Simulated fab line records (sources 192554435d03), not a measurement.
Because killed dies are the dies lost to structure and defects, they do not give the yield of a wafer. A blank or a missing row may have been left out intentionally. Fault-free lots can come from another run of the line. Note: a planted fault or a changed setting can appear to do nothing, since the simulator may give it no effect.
Comparing a struck lot with a sound one -- flow n5Finfet -- 18 steps out of a route of 1938
Sound: the wafers L511.2, L511.5, L511.6. Struck: wafer L502.5 (L502.1, L502.2, from the same lot, were not struck and are left out); the cause is given at the end.
Order at every step that has rows: each side's tool, ch and its chambers, its first start. Under that, the readings that differ: sound wafers -- struck wafers -- difference of the means -- sigmas: that difference in standard deviations of wafers without a fault.
alike: readings with means less than 2 such deviations apart, plus words and numbers identical on both sides. not compared: withheld readings, readings lacking a value on some wafer, bounds such as >300 that could conceal the same value, and numbers that have no deviation in the record and whose values overlap.
A row with sigmas, a row that says differs or no value, or rows on one side alone: a step with any of these is where the two part. Numbers that have no deviation but don't overlap get no sigmas and don't part them. A reading missing from all wafers of one side parts the sides only when that side holds two or more wafers.

first, 3 steps without rows for these wafers: N5_DUMMY_REMOVAL_PRECLEAN_04 (cleans in DHF, time 37 s); N5_DUMMY_REMOVAL_SRD_05 (time 30 s); N5_HKMG_FIN_IL_REGROW_00 (material SiO2, chemistry O3, target thk 0.75 nm, time 30 s).
N5_HKMG_FIN_HK_ALD_01: deposits HfO2, target thk 1.6 nm, pulse time 3 s, purge time 3 s.
  sound on aldHk-01 ch 0,1,3, day 7 18:40; struck on aldHk-02 ch 3, day 5 08:47
  alike: precursorPulseHeightRel
N5_HKMG_FIN_HK_ANNEAL_02: time 30 s.
  sound on rtpAnneal-02 ch 0, day 7 18:53; struck on rtpAnneal-02 ch 0, day 5 08:59
reading,sound,struck,difference,sigmas
lamp_zone_6_pct (%),8.724 8.726 8.715,8.753,+0.031,+3
  alike: lampPowerPct, wafer_temp_C_max
N5_HKMG_FIN_ALD_74: deposits La2O3, target thk 0.5 nm, pulse time 6 s, co reactant pulse time 1 s.
  sound on aldHk-03 ch 1,2, day 7 19:05; struck on aldHk-01 ch 0, day 5 09:13
reading,sound,struck,difference,sigmas
precursorPulseHeightRel,1.016 1.008 1.042,0.976,-0.046,-2
  alike: heaterPowerW
N5_HKMG_FIN_ALD_75: deposits Al2O3, target thk 1 nm, co reactant pulse time 1 s.
  sound on aldHk-03 ch 1,2, day 7 19:10; struck on aldHk-01 ch 0, day 5 09:17
  alike: heaterPowerW, precursorPulseHeightRel
then, 5 steps without rows for these wafers: N5_HKMG_FIN_COAT_41 (time 60 s, resist thk 300 nm); N5_HKMG_FIN_COAT_42 (time 60 s, resist thk 35 nm); N5_HKMG_FIN_COAT_43 (resist thk 90 nm); N5_HKMG_FIN_EBR_45; N5_HKMG_FIN_SOFTBAKE_44 (time 60 s).
N5_HKMG_FIN_EXPOSE_46: exposes mask NDIPOLE.
  sound on arfiScanner-01 ch 0, day 7 19:30; struck on arfiScanner-03 ch 0, day 5 09:32
  alike: mask
then, 2 steps without rows for these wafers: N5_HKMG_FIN_PEB_47 (peb time 60 s); N5_HKMG_FIN_DEVELOP_48 (develop time 30 s).
N5_HKMG_FIN_CD_MEAS_49: target cd 202 nm.
  sound on cdSem-02 ch 0, day 7 19:37; struck on cdSem-02 ch 0, day 5 09:40
reading,sound,struck,difference,sigmas
cdNm (nm),202.4 202.6 202.2,281.8,+79.4,+99 or more
N5_HKMG_FIN_OVL_MEAS_50:
  sound on overlay-01 ch 0, day 7 19:39; struck on overlay-02 ch 0, day 5 09:42
  alike: NDIPOLE_OVL
-- a jump in the record: the struck wafers' starts before and after are 9 days apart (it breaks off in module HKMG_FIN and resumes in module PASSIVATION, where the first step shown is number 1936 of the route) --
N5_PASSIVATION_PROBE_49:
  sound: prober-02 at day 16 06:43; struck: prober-01 at day 14 01:24
reading,sound,struck,difference,sigmas
killedAtFrontEnd,25 31 36,1117,+1086,+99
killedDies,95 84 120,1180,+1080,+64
killedOnRim,15 9 18,152,+138,+31
  alike: killed_at_M0_to_M3, killed_at_M4_up, killedAtContacts, killedAtOther, killedOpen, killedShort

WHERE THEY PART
First at N5_HKMG_FIN_HK_ANNEAL_02; last, within this record, at N5_PASSIVATION_PROBE_49.

WHY: what the simulator had put in
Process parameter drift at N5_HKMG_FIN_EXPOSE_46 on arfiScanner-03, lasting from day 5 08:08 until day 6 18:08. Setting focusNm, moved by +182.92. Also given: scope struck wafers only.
